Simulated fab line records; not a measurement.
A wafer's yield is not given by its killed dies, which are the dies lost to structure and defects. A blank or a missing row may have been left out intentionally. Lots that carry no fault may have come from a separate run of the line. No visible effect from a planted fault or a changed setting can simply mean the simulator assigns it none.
Chamber matching -- flow n5Finfet -- N5_BEOL_M9_DESCUM_33 on rieDiel-03: 4 sister chambers
The step chemistry O2, time 7 s. 4 wafers are shown with their chamber, then 10 later ones without.

## WAFERS PAIRED WITH THEIR CHAMBERS
wafer,chamber,showerheadPlenumPTorr (Torr)
L087.4,1,2.09
L087.5,3,2.17
L088.1,2,1.99
L088.2,0,2.17

## WAFERS MISSING THEIR CHAMBER
wafer,showerheadPlenumPTorr (Torr)
L088.3,2.17
L088.4,2.09
L088.5,1.99
L088.6,2.17
L092.1,1.99
L092.3,2.17
L092.4,2.17
L095.2,2.08
L095.3,2.17
L095.5,2.08

## THE CHAMBER EACH PASSED THROUGH
wafer,from the rows above,in truth
L088.3,can't be placed: 0 or 3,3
L088.4,1,1
L088.5,2,2
L088.6,can't be placed: 0 or 3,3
L092.1,2,2
L092.3,can't be placed: 0 or 3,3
L092.4,can't be placed: 0 or 3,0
L095.2,1,1
L095.3,can't be placed: 0 or 3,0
L095.5,1,1
5 of 10 placed correctly. These rows do not allow placing 5 (true chamber among the candidates in 5). 0 placed wrongly.
How it was worked out, from the rows above alone: a wafer's distance from a chamber is the root of the sum, over the readings, of the square of ((its reading less the chamber's mean) divided by the reading's scatter). If the next closest chamber is less than 2 further off than the closest, the wafer can't be placed; otherwise it belongs to the closest. The mean given for a chamber averages the wafers shown for that chamber. The scatter: with one shown wafer a chamber, the root of the mean of the squares of how far each hidden wafer lies from its nearest shown one.
